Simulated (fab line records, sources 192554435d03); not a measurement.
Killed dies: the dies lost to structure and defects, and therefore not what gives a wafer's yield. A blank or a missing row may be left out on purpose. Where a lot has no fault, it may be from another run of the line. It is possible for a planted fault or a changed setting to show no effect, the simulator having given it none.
Split-lot trial || flow n5 finfet || 7 lots, 21 wafers read, on a route of 1938 steps

== ON THE SPLIT ==
At N5_BEOL_M14_DEP_53 (deposits SiCN from 3MS/NH3, target thk 50 nm, time 17.8 s), the setting time s was moved away from the recipe's 17.8 s on 7 of the 21 wafers read, by -6.0% to +14.0%. The other wafers ran this setting at the recipe's value.

The split's own step is where the reading is taken.

== THE READING ==
SiCN_of_BEOL_M14_DEP_53.thk nm (the simulator's own value, which no gauge read), in nm, at N5_BEOL_M14_DEP_53 (deposits SiCN from 3MS/NH3, target thk 50 nm, time 17.8 s). No usual value for it is given in the file. The 14 wafers here that ran the recipe average 49.7 nm, standard deviation 0.54 nm.

{"wafer": "L075.2", "tool, chamber at the split": "pecvd-02, 1", "time s as run, s": 20.3, "against the recipe": "+14.0%", "SiCN_of_BEOL_M14_DEP_53.thk nm, nm": 56.4, "against lot-mates on the recipe": "no lot-mate on the recipe"}
{"wafer": "L075.4", "tool, chamber at the split": "pecvd-02, 2", "time s as run, s": 20.3, "against the recipe": "+14.0%", "SiCN_of_BEOL_M14_DEP_53.thk nm, nm": 57, "against lot-mates on the recipe": "no lot-mate on the recipe"}
{"wafer": "L075.6", "tool, chamber at the split": "pecvd-02, 0", "time s as run, s": 20.3, "against the recipe": "+14.0%", "SiCN_of_BEOL_M14_DEP_53.thk nm, nm": 56.8, "against lot-mates on the recipe": "no lot-mate on the recipe"}
{"wafer": "L074.3", "tool, chamber at the split": "pecvd-02, 2", "time s as run, s": 17.8, "against the recipe": "recipe", "SiCN_of_BEOL_M14_DEP_53.thk nm, nm": 49.8, "against lot-mates on the recipe": "-"}
{"wafer": "L074.5", "tool, chamber at the split": "pecvd-02, 0", "time s as run, s": 17.8, "against the recipe": "recipe", "SiCN_of_BEOL_M14_DEP_53.thk nm, nm": 49.4, "against lot-mates on the recipe": "-"}
{"wafer": "L074.6", "tool, chamber at the split": "pecvd-02, 2", "time s as run, s": 19.86, "against the recipe": "+11.6%", "SiCN_of_BEOL_M14_DEP_53.thk nm, nm": 55.6, "against lot-mates on the recipe": "+6.0"}
{"wafer": "L077.2", "tool, chamber at the split": "pecvd-04, 1", "time s as run, s": 17.8, "against the recipe": "recipe", "SiCN_of_BEOL_M14_DEP_53.thk nm, nm": 49.8, "against lot-mates on the recipe": "-"}
{"wafer": "L077.3", "tool, chamber at the split": "pecvd-04, 0", "time s as run, s": 17.8, "against the recipe": "recipe", "SiCN_of_BEOL_M14_DEP_53.thk nm, nm": 49, "against lot-mates on the recipe": "-"}
{"wafer": "L077.4", "tool, chamber at the split": "pecvd-04, 1", "time s as run, s": 17.8, "against the recipe": "recipe", "SiCN_of_BEOL_M14_DEP_53.thk nm, nm": 50.4, "against lot-mates on the recipe": "-"}
{"wafer": "L079.1", "tool, chamber at the split": "pecvd-02, 0", "time s as run, s": 17.8, "against the recipe": "recipe", "SiCN_of_BEOL_M14_DEP_53.thk nm, nm": 49.4, "against lot-mates on the recipe": "-"}
{"wafer": "L079.2", "tool, chamber at the split": "pecvd-02, 2", "time s as run, s": 17.8, "against the recipe": "recipe", "SiCN_of_BEOL_M14_DEP_53.thk nm, nm": 49.6, "against lot-mates on the recipe": "-"}
{"wafer": "L079.6", "tool, chamber at the split": "pecvd-02, 2", "time s as run, s": 17.8, "against the recipe": "recipe", "SiCN_of_BEOL_M14_DEP_53.thk nm, nm": 50.6, "against lot-mates on the recipe": "-"}
{"wafer": "L085.2", "tool, chamber at the split": "pecvd-03, 0", "time s as run, s": 17.8, "against the recipe": "recipe", "SiCN_of_BEOL_M14_DEP_53.thk nm, nm": 49.4, "against lot-mates on the recipe": "-"}
{"wafer": "L085.5", "tool, chamber at the split": "pecvd-03, 0,2", "time s as run, s": 17.8, "against the recipe": "recipe", "SiCN_of_BEOL_M14_DEP_53.thk nm, nm": 50.2, "against lot-mates on the recipe": "-"}
{"wafer": "L085.6", "tool, chamber at the split": "pecvd-03, 0,2", "time s as run, s": 17.8, "against the recipe": "recipe", "SiCN_of_BEOL_M14_DEP_53.thk nm, nm": 50.2, "against lot-mates on the recipe": "-"}
{"wafer": "L089.1", "tool, chamber at the split": "pecvd-04, 1", "time s as run, s": 17.8, "against the recipe": "recipe", "SiCN_of_BEOL_M14_DEP_53.thk nm, nm": 49.6, "against lot-mates on the recipe": "-"}
{"wafer": "L089.3", "tool, chamber at the split": "pecvd-04, 2", "time s as run, s": 17.8, "against the recipe": "recipe", "SiCN_of_BEOL_M14_DEP_53.thk nm, nm": 48.6, "against lot-mates on the recipe": "-"}
{"wafer": "L089.6", "tool, chamber at the split": "pecvd-04, 0", "time s as run, s": 16.73, "against the recipe": "-6.0%", "SiCN_of_BEOL_M14_DEP_53.thk nm, nm": 47.6, "against lot-mates on the recipe": -1.5}
{"wafer": "L097.1", "tool, chamber at the split": "pecvd-03, 1", "time s as run, s": 19.73, "against the recipe": "+10.8%", "SiCN_of_BEOL_M14_DEP_53.thk nm, nm": 55.6, "against lot-mates on the recipe": "+5.4"}
{"wafer": "L097.2", "tool, chamber at the split": "pecvd-03, 0", "time s as run, s": 17.8, "against the recipe": "recipe", "SiCN_of_BEOL_M14_DEP_53.thk nm, nm": 50.2, "against lot-mates on the recipe": "-"}
{"wafer": "L097.4", "tool, chamber at the split": "pecvd-03, 1", "time s as run, s": 19.73, "against the recipe": "+10.8%", "SiCN_of_BEOL_M14_DEP_53.thk nm, nm": 55.8, "against lot-mates on the recipe": "+5.6"}
The file does not say which wafer passed through which chamber wherever a row lists several chambers: such a row stands for several wafers.

FIT RESULTS
A straight line over all 21 wafers: SiCN_of_BEOL_M14_DEP_53.thk nm changes by +0.5 nm for each +1% of time s; r = +0.99; the points scatter about the line by 0.54 nm.
The same after taking each lot's own level away (the mean of its wafers on the recipe; 18 wafers): +0.479 nm for each +1%; r = +0.97; scatter 0.55 nm.
The reading moves by 6.7 nm for the largest change in time s, on that fit.
Measured against the standard deviation above, the lots' own levels, which go from 49.10 to 50.20 nm, span 2.0 times it.
The two slopes agree, so the slope changes little with the lot-to-lot level.
Check: +5.52 nm against its lot-mates is what the line predicts for one of the wafers moved furthest among these (+11.6%) when that wafer is left out of the fit. It came out at +6 nm against them.

== OTHER SPLITS APPLIED TO THESE WAFERS ==
Note: prior to the reading, these wafers also went through further splits. Each is held against what the fit with the lots' levels taken away leaves over:
{"other split on the same wafers": "N5_BEOL_M12_DEP_53 time s", "wafers away from the commonest value": 7, "r with SiCN_of_BEOL_M14_DEP_53.thk nm (lot level and that fit taken away)": "+0.01"}
{"other split on the same wafers": "N5_BEOL_M13_COAT_58 spin rpm", "wafers away from the commonest value": 8, "r with SiCN_of_BEOL_M14_DEP_53.thk nm (lot level and that fit taken away)": "+0.11"}

== THE FILE'S OWN FIT ==
SiCN_of_BEOL_M14_DEP_53.thk nm changes by +0.48 nm for each +1% of time s, r = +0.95.
